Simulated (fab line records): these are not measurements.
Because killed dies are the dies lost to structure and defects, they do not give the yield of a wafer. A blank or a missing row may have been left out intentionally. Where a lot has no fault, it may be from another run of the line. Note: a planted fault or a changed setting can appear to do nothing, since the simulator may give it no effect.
Which tool is to blame? ; flow n5Finfet ; 33 wafers from 11 lots sampled at 2 of the route's 1938 steps

WHAT THE GAUGES SHOWED, per wafer
N5_BEOL_M9_OCD_MEAS_38. Usual: 150.4 nm for trenchDepthNm, sd 2.4.
lot;measured;on;trenchDepthNm (nm);flag
L607;day 9 09:04;ocd-01;151.0 150.2 151.6;
L609;day 9 23:41;ocd-02;152.6 146.8 152.1;
L612;day 10 06:59;ocd-01;146.0 145.7 151.5;
L610;day 10 07:10;ocd-01;150.7 153.1 151.8;
L611;day 10 09:06;ocd-02;153.3 146.5 146.5;
L614;day 11 00:20;ocd-02;150.7 148.5 150.5;
L615;day 11 08:31;ocd-01;155.4 150.0 154.8;
L617;day 11 23:23;ocd-02;151.1 149.5 151.6;
L627;day 14 17:57;ocd-01;149.1 153.1 152.5;
L629;day 15 06:18;ocd-02;151.2 154.5 145.7;
L630;day 15 10:58;ocd-01;151.9 151.2 152.1;

TOOL THAT RAN EACH LOT (tool first, then ch and the chambers of the sampled wafers, then the start)
lot;N5_BEOL_M9_ETCH_76
L607;rieDiel-02 ch 1,2,3, day 9 08:38
L609;rieDiel-05 ch 0,2,3, day 9 23:16
L612;rieDiel-05 ch 1,2,3, day 10 06:34
L610;rieDiel-04 ch 1,2, day 10 06:45
L611;rieDiel-05 ch 0,1,2, day 10 08:41
L614;rieDiel-02 ch 1,2,3, day 10 23:55
L615;rieDiel-04 ch 1,3, day 11 08:06
L617;rieDiel-02 ch 0,3, day 11 22:58
L627;rieDiel-04 ch 1,2,3, day 14 17:31
L629;rieDiel-05 ch 0,2,3, day 15 05:52
L630;rieDiel-05 ch 0,1, day 15 10:33
- N5_BEOL_M9_ETCH_76: etches underlayer in N2/H2, target depth 6.5 nm, time 5.2 s.

AS READ BY THE TOOLS THEMSELVES (means over the sampled wafers that have a number; for cases with no such wafer, the mark the record gives instead)
N5_BEOL_M9_ETCH_76. Usual: drypumpMotorCurrentA 5.8 A, standard deviation 0.4; etchRfOnTimeS 5.21 s, standard deviation 0.1; oesProductAu 0.65 a.u., standard deviation 0.072; rfVppV 523.4 V, standard deviation 2.4; showerheadPlenumPTorr 2.53 Torr, standard deviation 0.077; throttleValvePct 17.87 %, standard deviation 0.27.
lot;tool;drypumpMotorCurrentA (A);etchRfOnTimeS (s);oesProductAu (a.u.);rfVppV (V);showerheadPlenumPTorr (Torr);throttleValvePct (%);flag
L607;rieDiel-02;6.1;5.23;0.62;522.8;2.53;18.00;
L609;rieDiel-05;5.8;5.20;0.65;524.8;2.55;17.80;
L612;rieDiel-05;5.9;5.21;0.62;524.0;2.56;17.78;
L610;rieDiel-04;5.5;5.29;0.68;524.4;2.57;17.88;
L611;rieDiel-05;5.9;5.20;0.62;526.4;2.61;17.90;
L614;rieDiel-02;6.0;5.21;0.62;523.6;2.53;18.02;
L615;rieDiel-04;5.3;5.09;0.80;522.6;2.52;17.37;
L617;rieDiel-02;5.8;5.25;0.61;522.1;2.50;18.01;
L627;rieDiel-04;5.6;5.19;0.69;522.8;2.52;17.69;
L629;rieDiel-05;5.8;5.17;0.62;522.9;2.53;17.87;
L630;rieDiel-05;6.2;5.10;0.73;524.6;2.59;17.65;

THE ANSWER, worked out from the rows above alone
Rule: take the mean of a lot's wafers that have a number; if it is more than 3 standard deviations from the usual mean, the lot is off. A lot without any number at a reading at which 4 lots or more have one is off too. The other lots that the step has rows for count as sound. The gauges are gone through in route order, then the tools' own readings, and for those a lot's mean is taken as printed above. The first step at which some lot is off is used, and at that step the reading that is off furthest; a lot without a number counts as furthest.
Nothing can be told from this: no lot is off at any reading shown.

WHAT THE SIMULATOR HAD PUT IN
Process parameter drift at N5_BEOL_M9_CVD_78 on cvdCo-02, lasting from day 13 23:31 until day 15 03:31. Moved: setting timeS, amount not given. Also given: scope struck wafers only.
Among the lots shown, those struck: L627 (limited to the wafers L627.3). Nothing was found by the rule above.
